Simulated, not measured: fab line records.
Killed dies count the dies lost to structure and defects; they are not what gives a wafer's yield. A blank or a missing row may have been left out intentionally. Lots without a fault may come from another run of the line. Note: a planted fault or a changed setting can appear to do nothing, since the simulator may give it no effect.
Which tool was responsible?    flow nand-harc    20 lots, 60 wafers sampled, at 6 steps of a route of 1302

## WHAT THE GAUGES SHOWED, per wafer
Not one reading of a measure or inspect step in the record can be checked against a usual standard deviation.

## WHICH TOOL RAN EACH LOT (tool, then ch and the chambers of the sampled wafers, then the start)
lot   NHARC_A_CHANNEL_FILL_D2_ETCHBACK_19  NHARC_A_CHANNEL_FILL_D2_STRIP_28    NHARC_A_STAIRCASE_DESCUM_168        NHARC_A_STAIRCASE_TRIM_16                      NHARC_A_STAIRCASE_TRIM_24                      NHARC_A_STAIRCASE_TRIM_187
L074  rie-si-01 ch 1,2,3, day 14 12:26     rie-diel-02 ch 0,1,3, day 14 12:39  rie-diel-04 ch 2,3, day 15 14:43    rie-diel-11 ch 0,1,3, day 15 20:22 or earlier  rie-diel-13 ch 0,3, day 15 20:22 or earlier    rie-diel-11 ch 0,1, day 15 20:22
L075  rie-si-04 ch 2,3, day 15 01:34       rie-diel-05 ch 0,2, day 15 01:47    rie-diel-13 ch 0,1,3, day 16 03:02  rie-diel-11 ch 1,2,3, day 16 09:13 or earlier  rie-diel-11 ch 0,1,2, day 16 09:13 or earlier  rie-diel-13 ch 1,3, day 16 09:13
L076  rie-si-06 ch 0,1,2, day 15 18:10     rie-diel-05 ch 0,2,3, day 15 18:23  rie-diel-13 ch 0,2,3, day 16 21:20  rie-diel-13 ch 1,2,3, day 17 03:04 or earlier  rie-diel-13 ch 0,1,2, day 17 03:04 or earlier  rie-diel-11 ch 0,2,3, day 17 03:04
L077  rie-si-01 ch 0,3, day 15 18:11       rie-diel-02 ch 0,1,2, day 15 18:23  rie-diel-04 ch 0,1,3, day 16 21:38  rie-diel-11 ch 0,1,3, day 17 03:21 or earlier  rie-diel-11 ch 0,1, day 17 03:21 or earlier    rie-diel-04 ch 0,2,3, day 17 03:21
L078  rie-si-04 ch 0,1,3, day 16 08:47     rie-diel-09 ch 0,2, day 16 08:58    rie-diel-13 ch 0,1,3, day 17 09:01  rie-diel-11 ch 0,1, day 17 14:35 or earlier    rie-diel-13 ch 0,1,2, day 17 14:35 or earlier  rie-diel-11 ch 1,3, day 17 14:35
L080  rie-si-06 ch 0,1, day 17 07:36       rie-diel-05 ch 2,3, day 17 07:49    rie-diel-04 ch 0,1,3, day 18 09:44  rie-diel-11 ch 0,1,2, day 18 15:29 or earlier  rie-diel-11 ch 0,2,3, day 18 15:29 or earlier  rie-diel-04 ch 0,1, day 18 15:29
L079  rie-si-04 ch 0,2, day 17 07:37       rie-diel-09 ch 0,2, day 17 07:49    rie-diel-11 ch 0,1,2, day 18 09:35  rie-diel-11 ch 1,3, day 18 15:20 or earlier    rie-diel-04 ch 0,1,2, day 18 15:20 or earlier  rie-diel-13 ch 0,3, day 18 15:20
L082  rie-si-06 ch 1,2,3, day 18 00:20     rie-diel-02 ch 1,3, day 18 00:32    rie-diel-11 ch 2,3, day 19 01:23    rie-diel-04 ch 0,1,2, day 19 09:41 or earlier  rie-diel-04 ch 0,3, day 19 09:41 or earlier    rie-diel-04 ch 0,1,2, day 19 09:41
L083  rie-si-06 ch 0,2,3, day 18 12:27     rie-diel-02 ch 1,2,3, day 18 12:40  rie-diel-13 ch 0,2,3, day 19 13:39  rie-diel-13 ch 2,3, day 19 19:54 or earlier    rie-diel-13 ch 0,2, day 19 19:54 or earlier    rie-diel-11 ch 0,2, day 19 19:54
L085  rie-si-01 ch 0,2, day 18 23:05       rie-diel-05 ch 0,2, day 18 23:19    rie-diel-13 ch 0,3, day 20 00:22    rie-diel-13 ch 0,1, day 20 06:19 or earlier    rie-diel-04 ch 1,3, day 20 06:19 or earlier    rie-diel-13 ch 1,3, day 20 06:19
L084  rie-si-04 ch 0,1,3, day 18 23:07     rie-diel-09 ch 0,1,2, day 18 23:19  rie-diel-04 ch 0,1,3, day 20 00:14  rie-diel-13 ch 0,1,3, day 20 05:54 or earlier  rie-diel-11 ch 1,2,3, day 20 05:54 or earlier  rie-diel-13 ch 0,1, day 20 05:54
L086  rie-si-01 ch 1,2, day 19 13:46       rie-diel-09 ch 0,2,3, day 19 13:59  rie-diel-04 ch 2,3, day 20 14:53    rie-diel-04 ch 0,1,3, day 20 20:44 or earlier  rie-diel-13 ch 0,1, day 20 20:44 or earlier    rie-diel-13 ch 0,2, day 20 20:44
L088  rie-si-04 ch 0,1,2, day 20 13:21     rie-diel-05 ch 0,1,3, day 20 13:33  rie-diel-04 ch 2,3, day 21 14:08    rie-diel-04 ch 0,1,2, day 21 19:47 or earlier  rie-diel-13 ch 1,2, day 21 19:47 or earlier    rie-diel-11 ch 1,2, day 21 19:47
L090  rie-si-01 ch 2,3, day 21 04:45       rie-diel-05 ch 2,3, day 21 04:58    rie-diel-13 ch 0,2, day 22 06:46    rie-diel-13 ch 0,2, day 22 12:56 or earlier    rie-diel-04 ch 0,1,2, day 22 12:56 or earlier  rie-diel-13 ch 0,1,2, day 22 12:56
L091  rie-si-01 ch 1,2,3, day 22 02:07     rie-diel-05 ch 1,3, day 22 02:20    rie-diel-13 ch 0,1,3, day 23 06:04  rie-diel-13 ch 0,2,3, day 23 15:15 or earlier  rie-diel-11 ch 0,2,3, day 23 15:15 or earlier  rie-diel-11 ch 0,2,3, day 23 15:15
L092  rie-si-06 ch 0,1,3, day 22 02:08     rie-diel-09 ch 1,3, day 22 02:20    rie-diel-11 ch 0,2,3, day 23 06:16  rie-diel-11 ch 1,2,3, day 23 15:05 or earlier  rie-diel-11 ch 2,3, day 23 15:05 or earlier    rie-diel-11 ch 0,1,2, day 23 15:05
L093  rie-si-04 ch 0,1,2, day 22 12:41     rie-diel-05 ch 0,1,3, day 22 12:54  rie-diel-04 ch 0,1, day 23 20:30    rie-diel-13 ch 0,2,3, day 24 02:10 or earlier  rie-diel-13 ch 0,1,3, day 24 02:10 or earlier  rie-diel-11 ch 0,1,2, day 24 02:10
L094  rie-si-06 ch 0,2, day 24 00:37       rie-diel-09 ch 1,2, day 24 00:50    rie-diel-13 ch 1,3, day 25 01:30    rie-diel-04 ch 0,1, day 25 08:10 or earlier    rie-diel-04 ch 0,1, day 25 08:10 or earlier    rie-diel-04 ch 0,1, day 25 08:10
L096  rie-si-06 ch 1,2,3, day 24 00:41     rie-diel-05 ch 1,2,3, day 24 00:55  rie-diel-11 ch 0,1,2, day 25 08:08  rie-diel-04 ch 0,1, day 25 14:28 or earlier    rie-diel-11 ch 0,2,3, day 25 14:28 or earlier  rie-diel-11 ch 0,2,3, day 25 14:28
L097  rie-si-06 ch 2,3, day 24 16:38       rie-diel-05 ch 0,2,3, day 24 16:52  rie-diel-04 ch 2,3, day 25 19:46    rie-diel-04 ch 1,2,3, day 26 01:31 or earlier  rie-diel-04 ch 0,1, day 26 01:31 or earlier    rie-diel-11 ch 1,2, day 26 01:31
- NHARC_A_CHANNEL_FILL_D2_ETCHBACK_19: etches the open film in HBr/Cl2, target depth 5 nm, time 1.7 s.
- NHARC_A_CHANNEL_FILL_D2_STRIP_28: strips in O2, time 20 s.
- NHARC_A_STAIRCASE_DESCUM_168: chemistry O2, time 3 s.
- NHARC_A_STAIRCASE_TRIM_16: chemistry O2, time 211.2 s.
- NHARC_A_STAIRCASE_TRIM_24: chemistry O2, time 211.2 s.
- NHARC_A_STAIRCASE_TRIM_187: chemistry O2, time 211.2 s.

## AS READ BY THE TOOLS THEMSELVES (means over the sampled wafers that have a number; for cases with no such wafer, the mark the record gives instead)
NHARC_A_CHANNEL_FILL_D2_ETCHBACK_19.
lot   tool       drypump-motor-current-A (A)  hbr-flow-sccm (sccm)  oes-product-au (a.u.)  throttle-valve-pct (%)
L074  rie-si-01  6.1                          149.7                 0.992                  26.405
L075  rie-si-04  5.6                          150.6                 1.005                  26.403
L076  rie-si-06  5.8                          150.1                 1.004                  26.404
L077  rie-si-01  5.9                          150.1                 0.994                  26.406
L078  rie-si-04  5.9                          150.6                 1.000                  26.414
L080  rie-si-06  5.5                          149.8                 1.003                  26.396
L079  rie-si-04  5.5                          150.0                 0.995                  26.401
L082  rie-si-06  6.2                          150.2                 1.002                  26.415
L083  rie-si-06  5.9                          149.7                 0.998                  26.402
L085  rie-si-01  5.8                          150.0                 1.006                  26.408
L084  rie-si-04  5.9                          150.0                 0.996                  26.405
L086  rie-si-01  6.0                          150.1                 1.006                  26.402
L088  rie-si-04  5.6                          150.0                 0.996                  26.395
L090  rie-si-01  6.1                          149.6                 1.008                  26.408
L091  rie-si-01  6.1                          149.7                 1.004                  26.411
L092  rie-si-06  5.9                          150.4                 1.008                  26.408
L093  rie-si-04  5.6                          150.5                 0.994                  26.406
L094  rie-si-06  5.5                          150.2                 1.004                  26.407
L096  rie-si-06  6.2                          150.3                 1.004                  26.406
L097  rie-si-06  6.2                          149.6                 0.990                  26.404

NHARC_A_CHANNEL_FILL_D2_STRIP_28.
lot   tool         drypump-motor-current-A (A)  oes-product-au (a.u.)  rf-vpp-V (V)  showerhead-plenum-p-Torr (Torr)  throttle-valve-pct (%)
L074  rie-diel-02  5.6                          1.002                  59.1          3.66                             17.033
L075  rie-diel-05  6.0                          1.005                  58.0          3.50                             17.034
L076  rie-diel-05  5.8                          1.003                  58.0          3.64                             17.038
L077  rie-diel-02  5.3                          1.004                  58.1          3.54                             17.043
L078  rie-diel-09  5.2                          0.997                  56.9          3.39                             17.039
L080  rie-diel-05  5.6                          0.994                  58.1          3.77                             17.042
L079  rie-diel-09  5.2                          0.996                  58.3          3.39                             17.034
L082  rie-diel-02  5.7                          1.001                  58.6          3.66                             17.036
L083  rie-diel-02  5.5                          0.997                  57.4          3.54                             17.044
L085  rie-diel-05  6.0                          1.002                  58.0          3.49                             17.036
L084  rie-diel-09  5.4                          1.005                  58.1          3.47                             17.040
L086  rie-diel-09  5.3                          1.002                  57.8          3.47                             17.028
L088  rie-diel-05  5.9                          1.002                  57.5          3.57                             17.028
L090  rie-diel-05  5.7                          1.010                  57.4          3.77                             17.037
L091  rie-diel-05  5.9                          1.017                  57.7          3.64                             17.037
L092  rie-diel-09  5.9                          1.010                  58.2          3.58                             17.034
L093  rie-diel-05  5.9                          1.011                  57.9          3.57                             17.027
L094  rie-diel-09  5.4                          1.001                  57.5          3.41                             17.034
L096  rie-diel-05  5.8                          1.014                  58.3          3.70                             17.036
L097  rie-diel-05  5.8                          0.997                  58.2          3.63                             17.036

NHARC_A_STAIRCASE_DESCUM_168.
lot   tool         drypump-motor-current-A (A)  oes-product-au (a.u.)  rf-vpp-V (V)  showerhead-plenum-p-Torr (Torr)  throttle-valve-pct (%)
L074  rie-diel-04  5.3                          0.990                  56.4          1.79                             11.300
L075  rie-diel-13  5.9                          1.006                  57.3          1.92                             11.308
L076  rie-diel-13  6.0                          1.011                  57.9          1.89                             11.310
L077  rie-diel-04  5.5                          0.995                  57.2          1.91                             11.310
L078  rie-diel-13  5.9                          0.997                  57.8          1.92                             11.300
L080  rie-diel-04  5.5                          0.984                  56.8          1.91                             11.308
L079  rie-diel-11  5.7                          1.000                  57.2          1.88                             11.310
L082  rie-diel-11  5.6                          0.997                  58.0          2.03                             11.315
L083  rie-diel-13  6.0                          1.000                  57.5          1.88                             11.319
L085  rie-diel-13  6.3                          1.006                  57.6          1.81                             11.305
L084  rie-diel-04  5.5                          1.005                  57.8          1.90                             11.311
L086  rie-diel-04  5.3                          0.990                  56.8          1.78                             11.313
L088  rie-diel-04  5.3                          0.995                  56.9          1.77                             11.313
L090  rie-diel-13  5.8                          1.000                  58.1          1.94                             11.305
L091  rie-diel-13  5.9                          0.995                  57.2          2.00                             11.310
L092  rie-diel-11  5.6                          0.986                  58.7          2.04                             11.311
L093  rie-diel-04  5.8                          0.995                  57.2          1.94                             11.313
L094  rie-diel-13  5.5                          1.000                  58.9          2.05                             11.318
L096  rie-diel-11  5.7                          1.004                  57.5          1.97                             11.316
L097  rie-diel-04  5.2                          0.991                  57.3          1.88                             11.307

NHARC_A_STAIRCASE_TRIM_16.
lot   tool         drypump-motor-current-A (A)  oes-product-au (a.u.)  rf-vpp-V (V)  showerhead-plenum-p-Torr (Torr)  throttle-valve-pct (%)
L074  rie-diel-11  5.5                          1.001                  56.9          3.49                             17.033
L075  rie-diel-11  5.6                          0.997                  59.0          3.63                             17.033
L076  rie-diel-13  5.7                          1.011                  58.2          3.57                             17.029
L077  rie-diel-11  5.5                          1.006                  57.3          3.48                             17.027
L078  rie-diel-11  5.7                          0.998                  57.7          3.32                             17.035
L080  rie-diel-11  5.7                          0.996                  57.2          3.47                             17.037
L079  rie-diel-11  5.4                          1.005                  57.7          3.64                             17.031
L082  rie-diel-04  5.5                          1.001                  57.1          3.49                             17.043
L083  rie-diel-13  5.9                          1.000                  57.2          3.52                             17.027
L085  rie-diel-13  5.8                          1.002                  57.3          3.59                             17.041
L084  rie-diel-13  5.9                          1.003                  57.7          3.52                             17.030
L086  rie-diel-04  5.5                          0.990                  57.6          3.50                             17.034
L088  rie-diel-04  5.5                          0.997                  58.1          3.48                             17.031
L090  rie-diel-13  5.8                          1.001                  58.3          3.57                             17.043
L091  rie-diel-13  6.0                          1.007                  58.4          3.64                             17.034
L092  rie-diel-11  5.6                          0.995                  58.1          3.60                             17.037
L093  rie-diel-13  6.0                          1.007                  59.0          3.63                             17.035
L094  rie-diel-04  5.9                          0.992                  58.7          3.56                             17.044
L096  rie-diel-04  5.9                          1.007                  57.7          3.56                             17.033
L097  rie-diel-04  5.2                          0.991                  58.0          3.57                             17.038

NHARC_A_STAIRCASE_TRIM_24.
lot   tool         drypump-motor-current-A (A)  oes-product-au (a.u.)  rf-vpp-V (V)  showerhead-plenum-p-Torr (Torr)  throttle-valve-pct (%)
L074  rie-diel-13  6.2                          1.010                  57.4          3.45                             17.041
L075  rie-diel-11  5.7                          0.997                  57.5          3.47                             17.041
L076  rie-diel-13  5.6                          1.002                  58.0          3.65                             17.035
L077  rie-diel-11  5.7                          1.005                  56.6          3.32                             17.040
L078  rie-diel-13  5.6                          1.002                  58.1          3.64                             17.033
L080  rie-diel-11  5.5                          1.000                  57.8          3.58                             17.038
L079  rie-diel-04  5.5                          1.003                  58.1          3.50                             17.037
L082  rie-diel-04  5.5                          0.989                  57.9          3.41                             17.039
L083  rie-diel-13  5.9                          1.003                  57.8          3.55                             17.031
L085  rie-diel-04  5.1                          1.003                  58.1          3.53                             17.043
L084  rie-diel-11  5.6                          0.996                  58.0          3.62                             17.035
L086  rie-diel-13  5.4                          0.992                  57.9          3.67                             17.038
L088  rie-diel-13  5.5                          0.997                  59.2          3.66                             17.032
L090  rie-diel-04  5.5                          1.000                  57.5          3.48                             17.038
L091  rie-diel-11  5.6                          0.996                  57.8          3.74                             17.040
L092  rie-diel-11  5.6                          0.996                  58.4          3.71                             17.030
L093  rie-diel-13  5.9                          0.995                  57.4          3.68                             17.036
L094  rie-diel-04  5.4                          1.001                  57.4          3.59                             17.033
L096  rie-diel-11  5.6                          0.991                  58.5          3.73                             17.034
L097  rie-diel-04  5.4                          1.003                  58.3          3.59                             17.048

NHARC_A_STAIRCASE_TRIM_187.
lot   tool         drypump-motor-current-A (A)  oes-product-au (a.u.)  rf-vpp-V (V)  showerhead-plenum-p-Torr (Torr)  throttle-valve-pct (%)
L074  rie-diel-11  5.7                          1.005                  57.1          3.38                             17.029
L075  rie-diel-13  5.5                          1.002                  56.5          3.62                             17.040
L076  rie-diel-11  5.6                          0.996                  57.4          3.59                             17.035
L077  rie-diel-04  5.6                          0.987                  58.3          3.40                             17.036
L078  rie-diel-11  5.4                          1.003                  57.8          3.64                             17.029
L080  rie-diel-04  5.4                          0.999                  58.2          3.61                             17.027
L079  rie-diel-13  6.2                          1.003                  58.3          3.44                             17.035
L082  rie-diel-04  5.5                          0.998                  57.6          3.49                             17.032
L083  rie-diel-11  5.8                          1.011                  57.9          3.75                             17.037
L085  rie-diel-13  6.0                          0.998                  57.7          3.44                             17.036
L084  rie-diel-13  5.5                          0.991                  58.6          3.67                             17.041
L086  rie-diel-13  5.8                          1.006                  57.5          3.58                             17.040
L088  rie-diel-11  5.8                          0.999                  57.7          3.60                             17.033
L090  rie-diel-13  5.6                          0.996                  56.9          3.62                             17.031
L091  rie-diel-11  5.6                          1.001                  57.7          3.74                             17.037
L092  rie-diel-11  5.7                          0.997                  57.2          3.62                             17.043
L093  rie-diel-11  5.7                          0.994                  58.5          3.62                             17.033
L094  rie-diel-04  5.4                          1.003                  57.7          3.59                             17.034
L096  rie-diel-11  5.6                          1.000                  58.3          3.73                             17.043
L097  rie-diel-11  5.8                          1.004                  58.3          3.58                             17.032

## THE ANSWER, worked out from the rows above alone
Rule: usual is defined by the lots themselves. Put in order of their means at a reading, lots are off if they are a third of the lots or fewer, leave a main group of 4 or more, and stand apart from it by a gap of 3 or more times the standard deviation of the main group's means; of several such gaps the widest counts. The tables above print the reading to a certain number of digits; a main group whose means all agree to those digits is not used. Also off: a lot with no number at a reading for which 4 or more lots have one. Any other lot the step has rows for is counted as sound. The gauges are gone through in route order, then the tools' own readings, and for those a lot's mean is taken as printed above. At the first step where some lot is off, the reading lying furthest off is the one used; lots without a number count as furthest.
Nothing can be told from this: no lot is off at any reading shown.

## WHAT THE SIMULATOR HAD INSERTED
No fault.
